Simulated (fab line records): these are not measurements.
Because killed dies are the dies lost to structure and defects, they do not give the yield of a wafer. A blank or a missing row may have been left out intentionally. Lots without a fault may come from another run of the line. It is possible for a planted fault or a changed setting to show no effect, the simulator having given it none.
Which tool did it? || flow nand harc || 23 lots with 69 wafers sampled at 5 steps, on a route of 1302 steps

WHAT THE GAUGES READ, wafer by wafer
NHARC_A_CONTACT_CD_MEAS_08 targets a cd of 200 nm.
{"lot": "L075", "measured": "day 22 15:04", "on": "cd sem-01", "cd nm (nm)": "197.9 199.3 198.5"}
{"lot": "L074", "measured": "day 22 22:45", "on": "cd sem-02", "cd nm (nm)": "199.7 198.5 199.8"}
{"lot": "L076", "measured": "day 22 22:27", "on": "cd sem-01", "cd nm (nm)": "201.0 200.0 200.1"}
{"lot": "L077", "measured": "day 23 01:51", "on": "cd sem-03", "cd nm (nm)": "199.7 199.4 200.0"}
{"lot": "L078", "measured": "day 23 16:56", "on": "cd sem-03", "cd nm (nm)": "199.8 199.6 199.2"}
{"lot": "L079", "measured": "day 23 21:53", "on": "cd sem-01", "cd nm (nm)": "199.8 199.1 200.1"}
{"lot": "L080", "measured": "day 24 13:16", "on": "cd sem-02", "cd nm (nm)": "199.5 199.9 199.9"}
{"lot": "L082", "measured": "day 25 09:07", "on": "cd sem-02", "cd nm (nm)": "198.6 198.7 199.5"}
{"lot": "L081", "measured": "day 25 13:28", "on": "cd sem-01", "cd nm (nm)": "199.2 199.7 199.7"}
{"lot": "L083", "measured": "day 25 21:04", "on": "cd sem-03", "cd nm (nm)": "199.5 199.9 200.0"}
{"lot": "L085", "measured": "day 27 09:14", "on": "cd sem-01", "cd nm (nm)": "199.0 199.2 198.6"}
{"lot": "L084", "measured": "day 27 13:23", "on": "cd sem-01", "cd nm (nm)": "198.3 198.4 198.7"}
{"lot": "L086", "measured": "day 27 17:37", "on": "cd sem-02", "cd nm (nm)": "200.3 200.3 200.3"}
{"lot": "L090", "measured": "day 29 02:14", "on": "cd sem-02", "cd nm (nm)": "200.2 200.2 200.4"}
{"lot": "L091", "measured": "day 29 07:25", "on": "cd sem-02", "cd nm (nm)": "199.8 200.3 200.6"}
{"lot": "L088", "measured": "day 29 07:57", "on": "cd sem-02", "cd nm (nm)": "200.0 199.0 199.7"}
{"lot": "L089", "measured": "day 29 10:05", "on": "cd sem-01", "cd nm (nm)": "200.8 199.9 200.5"}
{"lot": "L092", "measured": "day 30 02:42", "on": "cd sem-03", "cd nm (nm)": "200.7 199.1 200.0"}
{"lot": "L094", "measured": "day 30 06:57", "on": "cd sem-01", "cd nm (nm)": "199.7 200.1 200.9"}
{"lot": "L093", "measured": "day 30 08:27", "on": "cd sem-03", "cd nm (nm)": "199.7 199.8 199.7"}
{"lot": "L096", "measured": "day 30 13:14", "on": "cd sem-02", "cd nm (nm)": "200.8 200.2 199.4"}
{"lot": "L095", "measured": "day 30 16:40", "on": "cd sem-01", "cd nm (nm)": "200.0 199.2 199.1"}
{"lot": "L097", "measured": "day 31 22:59", "on": "cd sem-01", "cd nm (nm)": "200.0 200.4 200.3"}

WHICH TOOL RAN EACH LOT (tool, then ch and the chambers of the sampled wafers, then the start)
{"lot": "L075", "NHARC_A_CONTACT_ETCH_77": "rie diel-13 ch 1,2, day 22 09:44 or earlier", "NHARC_A_CONTACT_ETCH_127": "har cap etch-02 ch 0, day 22 09:44", "NHARC_A_CONTACT_ETCH_97": "rie diel-13 ch 1,3, day 22 14:28 or earlier", "NHARC_A_CONTACT_DEP_85": "pecvd-03 ch 1,2, day 22 14:28"}
{"lot": "L074", "NHARC_A_CONTACT_ETCH_77": "rie diel-13 ch 1,2, day 22 15:28 or earlier", "NHARC_A_CONTACT_ETCH_127": "har cap etch-01 ch 0,1, day 22 15:28", "NHARC_A_CONTACT_ETCH_97": "rie diel-02 ch 2,3, day 22 22:07 or earlier", "NHARC_A_CONTACT_DEP_85": "pecvd-03 ch 0,1,2, day 22 22:07"}
{"lot": "L076", "NHARC_A_CONTACT_ETCH_77": "rie diel-05 ch 0,2,3, day 22 15:33 or earlier", "NHARC_A_CONTACT_ETCH_127": "har cap etch-02 ch 0, day 22 15:33", "NHARC_A_CONTACT_ETCH_97": "rie diel-05 ch 1,3, day 22 21:55 or earlier", "NHARC_A_CONTACT_DEP_85": "pecvd-04 ch 0,1, day 22 21:55"}
{"lot": "L077", "NHARC_A_CONTACT_ETCH_77": "rie diel-02 ch 2,3, day 22 19:24 or earlier", "NHARC_A_CONTACT_ETCH_127": "har cap etch-01 ch 0,1, day 22 19:24", "NHARC_A_CONTACT_ETCH_97": "rie diel-05 ch 2,3, day 23 01:16 or earlier", "NHARC_A_CONTACT_DEP_85": "pecvd-04 ch 0,1, day 23 01:16"}
{"lot": "L078", "NHARC_A_CONTACT_ETCH_77": "rie diel-13 ch 0,1, day 23 09:55 or earlier", "NHARC_A_CONTACT_ETCH_127": "har cap etch-02 ch 0,1, day 23 09:55", "NHARC_A_CONTACT_ETCH_97": "rie diel-02 ch 0,1,3, day 23 16:13 or earlier", "NHARC_A_CONTACT_DEP_85": "pecvd-04 ch 0,1, day 23 16:13"}
{"lot": "L079", "NHARC_A_CONTACT_ETCH_77": "rie diel-13 ch 0,1,2, day 23 13:01 or earlier", "NHARC_A_CONTACT_ETCH_127": "har cap etch-03 ch 0,1, day 23 13:01", "NHARC_A_CONTACT_ETCH_97": "rie diel-05 ch 1,2,3, day 23 21:10 or earlier", "NHARC_A_CONTACT_DEP_85": "pecvd-01 ch 0,1,2, day 23 21:10"}
{"lot": "L080", "NHARC_A_CONTACT_ETCH_77": "rie diel-13 ch 0,1,2, day 24 02:50 or earlier", "NHARC_A_CONTACT_ETCH_127": "har cap etch-01 ch 0,1, day 24 02:50", "NHARC_A_CONTACT_ETCH_97": "rie diel-13 ch 0,2,3, day 24 12:34 or earlier", "NHARC_A_CONTACT_DEP_85": "pecvd-01 ch 0,1,2, day 24 12:34"}
{"lot": "L082", "NHARC_A_CONTACT_ETCH_77": "rie diel-13 ch 0,2, day 25 02:04 or earlier", "NHARC_A_CONTACT_ETCH_127": "har cap etch-02 ch 0,1, day 25 02:04", "NHARC_A_CONTACT_ETCH_97": "rie diel-05 ch 0,3, day 25 08:25 or earlier", "NHARC_A_CONTACT_DEP_85": "pecvd-04 ch 1,2, day 25 08:25"}
{"lot": "L081", "NHARC_A_CONTACT_ETCH_77": "rie diel-02 ch 0,1,3, day 25 07:49 or earlier", "NHARC_A_CONTACT_ETCH_127": "har cap etch-01 ch 0,1, day 25 07:49", "NHARC_A_CONTACT_ETCH_97": "rie diel-13 ch 1,2,3, day 25 09:50", "NHARC_A_CONTACT_DEP_85": "pecvd-01 ch 0,1,2, day 25 12:44"}
{"lot": "L083", "NHARC_A_CONTACT_ETCH_77": "rie diel-02 ch 0,2, day 25 15:28 or earlier", "NHARC_A_CONTACT_ETCH_127": "har cap etch-01 ch 0,1, day 25 15:28", "NHARC_A_CONTACT_ETCH_97": "rie diel-13 ch 0,1,2, day 25 20:22 or earlier", "NHARC_A_CONTACT_DEP_85": "pecvd-03 ch 0,1,2, day 25 20:22"}
{"lot": "L085", "NHARC_A_CONTACT_ETCH_77": "rie diel-05 ch 0,1,3, day 27 03:43 or earlier", "NHARC_A_CONTACT_ETCH_127": "har cap etch-01 ch 0,1, day 27 03:43", "NHARC_A_CONTACT_ETCH_97": "rie diel-02 ch 0,1,3, day 27 08:31 or earlier", "NHARC_A_CONTACT_DEP_85": "pecvd-01 ch 0,1,2, day 27 08:31"}
{"lot": "L084", "NHARC_A_CONTACT_ETCH_77": "rie diel-13 ch 1,2, day 27 06:11 or earlier", "NHARC_A_CONTACT_ETCH_127": "har cap etch-02 ch 0,1, day 27 06:11", "NHARC_A_CONTACT_ETCH_97": "rie diel-13 ch 0,1,2, day 27 08:10", "NHARC_A_CONTACT_DEP_85": "pecvd-03 ch 0,2, day 27 12:40"}
{"lot": "L086", "NHARC_A_CONTACT_ETCH_77": "rie diel-13 ch 0,2, day 27 11:33 or earlier", "NHARC_A_CONTACT_ETCH_127": "har cap etch-03 ch 0,1, day 27 11:33", "NHARC_A_CONTACT_ETCH_97": "rie diel-13 ch 0,2,3, day 27 16:55 or earlier", "NHARC_A_CONTACT_DEP_85": "pecvd-03 ch 0,1,2, day 27 16:55"}
{"lot": "L090", "NHARC_A_CONTACT_ETCH_77": "rie diel-05 ch 1,3, day 28 20:02 or earlier", "NHARC_A_CONTACT_ETCH_127": "har cap etch-02 ch 0,1, day 28 20:02", "NHARC_A_CONTACT_ETCH_97": "rie diel-13 ch 0,1, day 29 01:31 or earlier", "NHARC_A_CONTACT_DEP_85": "pecvd-04 ch 0,2, day 29 01:31"}
{"lot": "L091", "NHARC_A_CONTACT_ETCH_77": "rie diel-02 ch 0,1, day 28 23:20 or earlier", "NHARC_A_CONTACT_ETCH_127": "har cap etch-03 ch 0,1, day 28 23:20", "NHARC_A_CONTACT_ETCH_97": "rie diel-02 ch 1,2,3, day 29 06:50 or earlier", "NHARC_A_CONTACT_DEP_85": "pecvd-03 ch 1,2, day 29 06:50"}
{"lot": "L088", "NHARC_A_CONTACT_ETCH_77": "rie diel-13 ch 1,2, day 29 00:19 or earlier", "NHARC_A_CONTACT_ETCH_127": "har cap etch-01 ch 0, day 29 00:19", "NHARC_A_CONTACT_ETCH_97": "rie diel-02 ch 0,1,3, day 29 07:16 or earlier", "NHARC_A_CONTACT_DEP_85": "pecvd-04 ch 0,1,2, day 29 07:16"}
{"lot": "L089", "NHARC_A_CONTACT_ETCH_77": "rie diel-13 ch 1,2, day 29 03:21 or earlier", "NHARC_A_CONTACT_ETCH_127": "har cap etch-02 ch 0,1, day 29 03:21", "NHARC_A_CONTACT_ETCH_97": "rie diel-13 ch 1,2, day 29 09:22 or earlier", "NHARC_A_CONTACT_DEP_85": "pecvd-04 ch 0,1,2, day 29 09:22"}
{"lot": "L092", "NHARC_A_CONTACT_ETCH_77": "rie diel-13 ch 1,3, day 29 21:17 or earlier", "NHARC_A_CONTACT_ETCH_127": "har cap etch-01 ch 0,1, day 29 21:17", "NHARC_A_CONTACT_ETCH_97": "rie diel-13 ch 0,2, day 30 02:05 or earlier", "NHARC_A_CONTACT_DEP_85": "pecvd-01 ch 0,2, day 30 02:05"}
{"lot": "L094", "NHARC_A_CONTACT_ETCH_77": "rie diel-13 ch 1,2, day 30 00:51 or earlier", "NHARC_A_CONTACT_ETCH_127": "har cap etch-01 ch 0,1, day 30 00:51", "NHARC_A_CONTACT_ETCH_97": "rie diel-02 ch 0,1,2, day 30 06:19 or earlier", "NHARC_A_CONTACT_DEP_85": "pecvd-04 ch 0,1, day 30 06:19"}
{"lot": "L093", "NHARC_A_CONTACT_ETCH_77": "rie diel-13 ch 1,2, day 30 01:30 or earlier", "NHARC_A_CONTACT_ETCH_127": "har cap etch-03 ch 0,1, day 30 01:30", "NHARC_A_CONTACT_ETCH_97": "rie diel-02 ch 0,2, day 30 07:47 or earlier", "NHARC_A_CONTACT_DEP_85": "pecvd-04 ch 0,2, day 30 07:47"}
{"lot": "L096", "NHARC_A_CONTACT_ETCH_77": "rie diel-02 ch 2,3, day 30 07:47 or earlier", "NHARC_A_CONTACT_ETCH_127": "har cap etch-02 ch 0, day 30 07:47", "NHARC_A_CONTACT_ETCH_97": "rie diel-13 ch 0,1,2, day 30 12:32 or earlier", "NHARC_A_CONTACT_DEP_85": "pecvd-03 ch 0,1,2, day 30 12:32"}
{"lot": "L095", "NHARC_A_CONTACT_ETCH_77": "rie diel-02 ch 0,3, day 30 11:19 or earlier", "NHARC_A_CONTACT_ETCH_127": "har cap etch-02 ch 0,1, day 30 11:19", "NHARC_A_CONTACT_ETCH_97": "rie diel-13 ch 0,1, day 30 16:06 or earlier", "NHARC_A_CONTACT_DEP_85": "pecvd-03 ch 0,1, day 30 16:06"}
{"lot": "L097", "NHARC_A_CONTACT_ETCH_77": "rie diel-02 ch 0,1, day 31 17:26 or earlier", "NHARC_A_CONTACT_ETCH_127": "har cap etch-03 ch 0,1, day 31 17:26", "NHARC_A_CONTACT_ETCH_97": "rie diel-13 ch 1,3, day 31 19:23", "NHARC_A_CONTACT_DEP_85": "pecvd-01 ch 0,2, day 31 22:19"}
- NHARC_A_CONTACT_ETCH_77: etches the open film in CF4/CHF3, target depth 108.9 nm, time 54.5 s.
- NHARC_A_CONTACT_ETCH_127: etches the open film in C4F8/O2/Ar, time 197 s, target depth 1918 nm.
- NHARC_A_CONTACT_ETCH_97: etches the open film in C4F6/O2, target depth 20 nm, time 10 s.
- NHARC_A_CONTACT_DEP_85: deposits SiON, target thk 60 nm.

WHAT THE TOOLS THEMSELVES READ (means of the sampled wafers that have a number; where no wafer has one, the mark that the record gives instead)
NHARC_A_CONTACT_ETCH_77.
{"lot": "L075", "tool": "rie diel-13", "chamber pressure mTorr (mTorr)": 25.014, "drypump motor current A (A)": 6.1, "oes product au (a.u.)": 0.926, "rf vpp V (V)": 372.5, "showerhead plenum p Torr (Torr)": 1.62, "throttle valve pct (%)": 16.796}
{"lot": "L074", "tool": "rie diel-13", "chamber pressure mTorr (mTorr)": 25.008, "drypump motor current A (A)": 6.0, "oes product au (a.u.)": 0.976, "rf vpp V (V)": 371.9, "showerhead plenum p Torr (Torr)": 1.62, "throttle valve pct (%)": 16.803}
{"lot": "L076", "tool": "rie diel-05", "chamber pressure mTorr (mTorr)": 24.998, "drypump motor current A (A)": 5.5, "oes product au (a.u.)": 0.939, "rf vpp V (V)": 371.8, "showerhead plenum p Torr (Torr)": 1.61, "throttle valve pct (%)": 16.797}
{"lot": "L077", "tool": "rie diel-02", "chamber pressure mTorr (mTorr)": 25.004, "drypump motor current A (A)": 5.3, "oes product au (a.u.)": 0.931, "rf vpp V (V)": 369.7, "showerhead plenum p Torr (Torr)": 1.53, "throttle valve pct (%)": 16.808}
{"lot": "L078", "tool": "rie diel-13", "chamber pressure mTorr (mTorr)": 25.004, "drypump motor current A (A)": 6.0, "oes product au (a.u.)": 0.970, "rf vpp V (V)": 371.1, "showerhead plenum p Torr (Torr)": 1.60, "throttle valve pct (%)": 16.798}
{"lot": "L079", "tool": "rie diel-13", "chamber pressure mTorr (mTorr)": 25.023, "drypump motor current A (A)": 6.0, "oes product au (a.u.)": 0.937, "rf vpp V (V)": 371.9, "showerhead plenum p Torr (Torr)": 1.60, "throttle valve pct (%)": 16.805}
{"lot": "L080", "tool": "rie diel-13", "chamber pressure mTorr (mTorr)": 25.012, "drypump motor current A (A)": 5.9, "oes product au (a.u.)": 0.930, "rf vpp V (V)": 371.0, "showerhead plenum p Torr (Torr)": 1.60, "throttle valve pct (%)": 16.802}
{"lot": "L082", "tool": "rie diel-13", "chamber pressure mTorr (mTorr)": 25.029, "drypump motor current A (A)": 5.9, "oes product au (a.u.)": 0.927, "rf vpp V (V)": 371.2, "showerhead plenum p Torr (Torr)": 1.59, "throttle valve pct (%)": 16.800}
{"lot": "L081", "tool": "rie diel-02", "chamber pressure mTorr (mTorr)": 24.990, "drypump motor current A (A)": 5.3, "oes product au (a.u.)": 0.957, "rf vpp V (V)": 371.4, "showerhead plenum p Torr (Torr)": 1.59, "throttle valve pct (%)": 16.798}
{"lot": "L083", "tool": "rie diel-02", "chamber pressure mTorr (mTorr)": 24.987, "drypump motor current A (A)": 5.4, "oes product au (a.u.)": 0.923, "rf vpp V (V)": 371.0, "showerhead plenum p Torr (Torr)": 1.59, "throttle valve pct (%)": 16.801}
{"lot": "L085", "tool": "rie diel-05", "chamber pressure mTorr (mTorr)": 25.030, "drypump motor current A (A)": 5.0, "oes product au (a.u.)": 0.921, "rf vpp V (V)": 371.7, "showerhead plenum p Torr (Torr)": 1.60, "throttle valve pct (%)": 16.803}
{"lot": "L084", "tool": "rie diel-13", "chamber pressure mTorr (mTorr)": 24.997, "drypump motor current A (A)": 6.0, "oes product au (a.u.)": 0.938, "rf vpp V (V)": 372.0, "showerhead plenum p Torr (Torr)": 1.62, "throttle valve pct (%)": 16.801}
{"lot": "L086", "tool": "rie diel-13", "chamber pressure mTorr (mTorr)": 25.005, "drypump motor current A (A)": 5.9, "oes product au (a.u.)": 0.957, "rf vpp V (V)": 371.4, "showerhead plenum p Torr (Torr)": 1.59, "throttle valve pct (%)": 16.799}
{"lot": "L090", "tool": "rie diel-05", "chamber pressure mTorr (mTorr)": 25.012, "drypump motor current A (A)": 5.4, "oes product au (a.u.)": 0.927, "rf vpp V (V)": 370.9, "showerhead plenum p Torr (Torr)": 1.57, "throttle valve pct (%)": 16.804}
{"lot": "L091", "tool": "rie diel-02", "chamber pressure mTorr (mTorr)": 24.979, "drypump motor current A (A)": 5.3, "oes product au (a.u.)": 0.972, "rf vpp V (V)": 372.8, "showerhead plenum p Torr (Torr)": 1.62, "throttle valve pct (%)": 16.799}
{"lot": "L088", "tool": "rie diel-13", "chamber pressure mTorr (mTorr)": 24.996, "drypump motor current A (A)": 6.0, "oes product au (a.u.)": 0.935, "rf vpp V (V)": 372.6, "showerhead plenum p Torr (Torr)": 1.62, "throttle valve pct (%)": 16.807}
{"lot": "L089", "tool": "rie diel-13", "chamber pressure mTorr (mTorr)": 24.990, "drypump motor current A (A)": 6.1, "oes product au (a.u.)": 0.988, "rf vpp V (V)": 371.2, "showerhead plenum p Torr (Torr)": 1.61, "throttle valve pct (%)": 16.798}
{"lot": "L092", "tool": "rie diel-13", "chamber pressure mTorr (mTorr)": 24.985, "drypump motor current A (A)": 5.5, "oes product au (a.u.)": 0.967, "rf vpp V (V)": 370.8, "showerhead plenum p Torr (Torr)": 1.60, "throttle valve pct (%)": 16.804}
{"lot": "L094", "tool": "rie diel-13", "chamber pressure mTorr (mTorr)": 24.994, "drypump motor current A (A)": 6.0, "oes product au (a.u.)": 0.968, "rf vpp V (V)": 372.7, "showerhead plenum p Torr (Torr)": 1.62, "throttle valve pct (%)": 16.798}
{"lot": "L093", "tool": "rie diel-13", "chamber pressure mTorr (mTorr)": 24.991, "drypump motor current A (A)": 6.0, "oes product au (a.u.)": 0.950, "rf vpp V (V)": 372.0, "showerhead plenum p Torr (Torr)": 1.61, "throttle valve pct (%)": 16.810}
{"lot": "L096", "tool": "rie diel-02", "chamber pressure mTorr (mTorr)": 25.002, "drypump motor current A (A)": 5.5, "oes product au (a.u.)": 0.924, "rf vpp V (V)": 369.0, "showerhead plenum p Torr (Torr)": 1.54, "throttle valve pct (%)": 16.806}
{"lot": "L095", "tool": "rie diel-02", "chamber pressure mTorr (mTorr)": 25.005, "drypump motor current A (A)": 5.0, "oes product au (a.u.)": 0.925, "rf vpp V (V)": 369.5, "showerhead plenum p Torr (Torr)": 1.54, "throttle valve pct (%)": 16.801}
{"lot": "L097", "tool": "rie diel-02", "chamber pressure mTorr (mTorr)": 25.000, "drypump motor current A (A)": 5.7, "oes product au (a.u.)": 0.961, "rf vpp V (V)": 372.7, "showerhead plenum p Torr (Torr)": 1.63, "throttle valve pct (%)": 16.800}

NHARC_A_CONTACT_ETCH_127.
{"lot": "L075", "tool": "har cap etch-02", "chamber pressure mTorr (mTorr)": 19.992}
{"lot": "L074", "tool": "har cap etch-01", "chamber pressure mTorr (mTorr)": 20.010}
{"lot": "L076", "tool": "har cap etch-02", "chamber pressure mTorr (mTorr)": 19.989}
{"lot": "L077", "tool": "har cap etch-01", "chamber pressure mTorr (mTorr)": 19.983}
{"lot": "L078", "tool": "har cap etch-02", "chamber pressure mTorr (mTorr)": 20.005}
{"lot": "L079", "tool": "har cap etch-03", "chamber pressure mTorr (mTorr)": 19.987}
{"lot": "L080", "tool": "har cap etch-01", "chamber pressure mTorr (mTorr)": 19.995}
{"lot": "L082", "tool": "har cap etch-02", "chamber pressure mTorr (mTorr)": 20.003}
{"lot": "L081", "tool": "har cap etch-01", "chamber pressure mTorr (mTorr)": 20.005}
{"lot": "L083", "tool": "har cap etch-01", "chamber pressure mTorr (mTorr)": 19.993}
{"lot": "L085", "tool": "har cap etch-01", "chamber pressure mTorr (mTorr)": 20.007}
{"lot": "L084", "tool": "har cap etch-02", "chamber pressure mTorr (mTorr)": 20.003}
{"lot": "L086", "tool": "har cap etch-03", "chamber pressure mTorr (mTorr)": 20.008}
{"lot": "L090", "tool": "har cap etch-02", "chamber pressure mTorr (mTorr)": 19.987}
{"lot": "L091", "tool": "har cap etch-03", "chamber pressure mTorr (mTorr)": 19.998}
{"lot": "L088", "tool": "har cap etch-01", "chamber pressure mTorr (mTorr)": 19.984}
{"lot": "L089", "tool": "har cap etch-02", "chamber pressure mTorr (mTorr)": 20.001}
{"lot": "L092", "tool": "har cap etch-01", "chamber pressure mTorr (mTorr)": 19.994}
{"lot": "L094", "tool": "har cap etch-01", "chamber pressure mTorr (mTorr)": 19.998}
{"lot": "L093", "tool": "har cap etch-03", "chamber pressure mTorr (mTorr)": 20.009}
{"lot": "L096", "tool": "har cap etch-02", "chamber pressure mTorr (mTorr)": 19.991}
{"lot": "L095", "tool": "har cap etch-02", "chamber pressure mTorr (mTorr)": 19.993}
{"lot": "L097", "tool": "har cap etch-03", "chamber pressure mTorr (mTorr)": 19.985}

NHARC_A_CONTACT_ETCH_97.
{"lot": "L075", "tool": "rie diel-13", "chamber pressure mTorr (mTorr)": 30.021, "drypump motor current A (A)": 5.5, "o2 flow sccm (sccm)": 19.97, "oes product au (a.u.)": 0.950, "rf vpp V (V)": 548.2, "showerhead plenum p Torr (Torr)": 4.01, "throttle valve pct (%)": 26.913}
{"lot": "L074", "tool": "rie diel-02", "chamber pressure mTorr (mTorr)": 30.009, "drypump motor current A (A)": 5.5, "o2 flow sccm (sccm)": 19.99, "oes product au (a.u.)": 0.990, "rf vpp V (V)": 546.3, "showerhead plenum p Torr (Torr)": 3.88, "throttle valve pct (%)": 26.906}
{"lot": "L076", "tool": "rie diel-05", "chamber pressure mTorr (mTorr)": 29.998, "drypump motor current A (A)": 5.4, "o2 flow sccm (sccm)": 19.96, "oes product au (a.u.)": 0.949, "rf vpp V (V)": 546.3, "showerhead plenum p Torr (Torr)": 3.94, "throttle valve pct (%)": 26.901}
{"lot": "L077", "tool": "rie diel-05", "chamber pressure mTorr (mTorr)": 30.002, "drypump motor current A (A)": 5.8, "o2 flow sccm (sccm)": 19.96, "oes product au (a.u.)": 1.004, "rf vpp V (V)": 548.1, "showerhead plenum p Torr (Torr)": 3.96, "throttle valve pct (%)": 26.903}
{"lot": "L078", "tool": "rie diel-02", "chamber pressure mTorr (mTorr)": 29.981, "drypump motor current A (A)": 5.4, "o2 flow sccm (sccm)": 20.00, "oes product au (a.u.)": 0.932, "rf vpp V (V)": 548.4, "showerhead plenum p Torr (Torr)": 3.98, "throttle valve pct (%)": 26.908}
{"lot": "L079", "tool": "rie diel-05", "chamber pressure mTorr (mTorr)": 29.985, "drypump motor current A (A)": 5.4, "o2 flow sccm (sccm)": 20.06, "oes product au (a.u.)": 0.951, "rf vpp V (V)": 546.7, "showerhead plenum p Torr (Torr)": 3.92, "throttle valve pct (%)": 26.904}
{"lot": "L080", "tool": "rie diel-13", "chamber pressure mTorr (mTorr)": 30.008, "drypump motor current A (A)": 5.7, "o2 flow sccm (sccm)": 19.95, "oes product au (a.u.)": 0.948, "rf vpp V (V)": 548.5, "showerhead plenum p Torr (Torr)": 3.99, "throttle valve pct (%)": 26.903}
{"lot": "L082", "tool": "rie diel-05", "chamber pressure mTorr (mTorr)": 30.008, "drypump motor current A (A)": 5.0, "o2 flow sccm (sccm)": 19.91, "oes product au (a.u.)": 0.963, "rf vpp V (V)": 550.3, "showerhead plenum p Torr (Torr)": 4.07, "throttle valve pct (%)": 26.900}
{"lot": "L081", "tool": "rie diel-13", "chamber pressure mTorr (mTorr)": 29.998, "drypump motor current A (A)": 5.8, "o2 flow sccm (sccm)": 20.08, "oes product au (a.u.)": 0.955, "rf vpp V (V)": 549.9, "showerhead plenum p Torr (Torr)": 4.02, "throttle valve pct (%)": 26.900}
{"lot": "L083", "tool": "rie diel-13", "chamber pressure mTorr (mTorr)": 29.979, "drypump motor current A (A)": 6.0, "o2 flow sccm (sccm)": 20.02, "oes product au (a.u.)": 1.001, "rf vpp V (V)": 548.4, "showerhead plenum p Torr (Torr)": 3.99, "throttle valve pct (%)": 26.899}
{"lot": "L085", "tool": "rie diel-02", "chamber pressure mTorr (mTorr)": 30.006, "drypump motor current A (A)": 5.4, "o2 flow sccm (sccm)": 20.04, "oes product au (a.u.)": 0.987, "rf vpp V (V)": 547.0, "showerhead plenum p Torr (Torr)": 3.96, "throttle valve pct (%)": 26.900}
{"lot": "L084", "tool": "rie diel-13", "chamber pressure mTorr (mTorr)": 30.001, "drypump motor current A (A)": 6.0, "o2 flow sccm (sccm)": 19.95, "oes product au (a.u.)": 0.983, "rf vpp V (V)": 548.0, "showerhead plenum p Torr (Torr)": 3.98, "throttle valve pct (%)": 26.894}
{"lot": "L086", "tool": "rie diel-13", "chamber pressure mTorr (mTorr)": 30.013, "drypump motor current A (A)": 5.6, "o2 flow sccm (sccm)": 19.97, "oes product au (a.u.)": 0.961, "rf vpp V (V)": 547.7, "showerhead plenum p Torr (Torr)": 3.98, "throttle valve pct (%)": 26.906}
{"lot": "L090", "tool": "rie diel-13", "chamber pressure mTorr (mTorr)": 30.002, "drypump motor current A (A)": 5.9, "o2 flow sccm (sccm)": 20.01, "oes product au (a.u.)": 0.988, "rf vpp V (V)": 547.3, "showerhead plenum p Torr (Torr)": 3.93, "throttle valve pct (%)": 26.909}
{"lot": "L091", "tool": "rie diel-02", "chamber pressure mTorr (mTorr)": 30.006, "drypump motor current A (A)": 5.6, "o2 flow sccm (sccm)": 20.01, "oes product au (a.u.)": 0.934, "rf vpp V (V)": 546.8, "showerhead plenum p Torr (Torr)": 3.92, "throttle valve pct (%)": 26.910}
{"lot": "L088", "tool": "rie diel-02", "chamber pressure mTorr (mTorr)": 29.998, "drypump motor current A (A)": 5.4, "o2 flow sccm (sccm)": 20.01, "oes product au (a.u.)": 0.961, "rf vpp V (V)": 548.4, "showerhead plenum p Torr (Torr)": 3.96, "throttle valve pct (%)": 26.894}
{"lot": "L089", "tool": "rie diel-13", "chamber pressure mTorr (mTorr)": 30.005, "drypump motor current A (A)": 6.1, "o2 flow sccm (sccm)": 20.02, "oes product au (a.u.)": 0.958, "rf vpp V (V)": 549.5, "showerhead plenum p Torr (Torr)": 4.03, "throttle valve pct (%)": 26.901}
{"lot": "L092", "tool": "rie diel-13", "chamber pressure mTorr (mTorr)": 29.985, "drypump motor current A (A)": 5.9, "o2 flow sccm (sccm)": 19.99, "oes product au (a.u.)": 0.962, "rf vpp V (V)": 546.8, "showerhead plenum p Torr (Torr)": 3.95, "throttle valve pct (%)": 26.891}
{"lot": "L094", "tool": "rie diel-02", "chamber pressure mTorr (mTorr)": 30.001, "drypump motor current A (A)": 5.6, "o2 flow sccm (sccm)": 20.06, "oes product au (a.u.)": 0.958, "rf vpp V (V)": 547.4, "showerhead plenum p Torr (Torr)": 4.00, "throttle valve pct (%)": 26.900}
{"lot": "L093", "tool": "rie diel-02", "chamber pressure mTorr (mTorr)": 30.006, "drypump motor current A (A)": 5.4, "o2 flow sccm (sccm)": 20.03, "oes product au (a.u.)": 0.973, "rf vpp V (V)": 547.1, "showerhead plenum p Torr (Torr)": 3.94, "throttle valve pct (%)": 26.916}
{"lot": "L096", "tool": "rie diel-13", "chamber pressure mTorr (mTorr)": 30.000, "drypump motor current A (A)": 6.0, "o2 flow sccm (sccm)": 20.00, "oes product au (a.u.)": 1.000, "rf vpp V (V)": 548.0, "showerhead plenum p Torr (Torr)": 3.98, "throttle valve pct (%)": 26.910}
{"lot": "L095", "tool": "rie diel-13", "chamber pressure mTorr (mTorr)": 30.000, "drypump motor current A (A)": 5.9, "o2 flow sccm (sccm)": 20.05, "oes product au (a.u.)": 1.002, "rf vpp V (V)": 547.1, "showerhead plenum p Torr (Torr)": 3.93, "throttle valve pct (%)": 26.911}
{"lot": "L097", "tool": "rie diel-13", "chamber pressure mTorr (mTorr)": 30.010, "drypump motor current A (A)": 5.5, "o2 flow sccm (sccm)": 20.04, "oes product au (a.u.)": 0.944, "rf vpp V (V)": 547.9, "showerhead plenum p Torr (Torr)": 3.99, "throttle valve pct (%)": 26.899}

NHARC_A_CONTACT_DEP_85.
{"lot": "L075", "tool": "pecvd-03", "heater power w (W)": 706}
{"lot": "L074", "tool": "pecvd-03", "heater power w (W)": 698}
{"lot": "L076", "tool": "pecvd-04", "heater power w (W)": 851}
{"lot": "L077", "tool": "pecvd-04", "heater power w (W)": 821}
{"lot": "L078", "tool": "pecvd-04", "heater power w (W)": 790}
{"lot": "L079", "tool": "pecvd-01", "heater power w (W)": 782}
{"lot": "L080", "tool": "pecvd-01", "heater power w (W)": 846}
{"lot": "L082", "tool": "pecvd-04", "heater power w (W)": 778}
{"lot": "L081", "tool": "pecvd-01", "heater power w (W)": 845}
{"lot": "L083", "tool": "pecvd-03", "heater power w (W)": 712}
{"lot": "L085", "tool": "pecvd-01", "heater power w (W)": 846}
{"lot": "L084", "tool": "pecvd-03", "heater power w (W)": 700}
{"lot": "L086", "tool": "pecvd-03", "heater power w (W)": 731}
{"lot": "L090", "tool": "pecvd-04", "heater power w (W)": 802}
{"lot": "L091", "tool": "pecvd-03", "heater power w (W)": 705}
{"lot": "L088", "tool": "pecvd-04", "heater power w (W)": 821}
{"lot": "L089", "tool": "pecvd-04", "heater power w (W)": 783}
{"lot": "L092", "tool": "pecvd-01", "heater power w (W)": 828}
{"lot": "L094", "tool": "pecvd-04", "heater power w (W)": 773}
{"lot": "L093", "tool": "pecvd-04", "heater power w (W)": 781}
{"lot": "L096", "tool": "pecvd-03", "heater power w (W)": 729}
{"lot": "L095", "tool": "pecvd-03", "heater power w (W)": 669}
{"lot": "L097", "tool": "pecvd-01", "heater power w (W)": 795}

THE ANSWER, worked out from the rows above alone
Rule: the lots themselves supply what counts as usual. The widest of any qualifying gaps counts: lots, ordered by their means at a reading, are off when they make up no more than a third of the lots, leave a main group of 4 or more, and stand apart from it by 3 or more times the standard deviation of that group's means. Not used: any main group whose means are identical at the precision the tables above print for the reading. A lot without any number at a reading at which 4 lots or more have one is off too. Any other lot the step has rows for is counted as sound. After the gauges, taken in route order, come the tools' own readings; for these a lot's mean is taken, as printed above. The first step at which some lot is off is used, and at that step the reading that is off furthest; a lot without a number counts as furthest.
Across all readings shown, no lot is off: no conclusion can be drawn from this.

WHAT HAD BEEN PUT IN BY THE SIMULATOR
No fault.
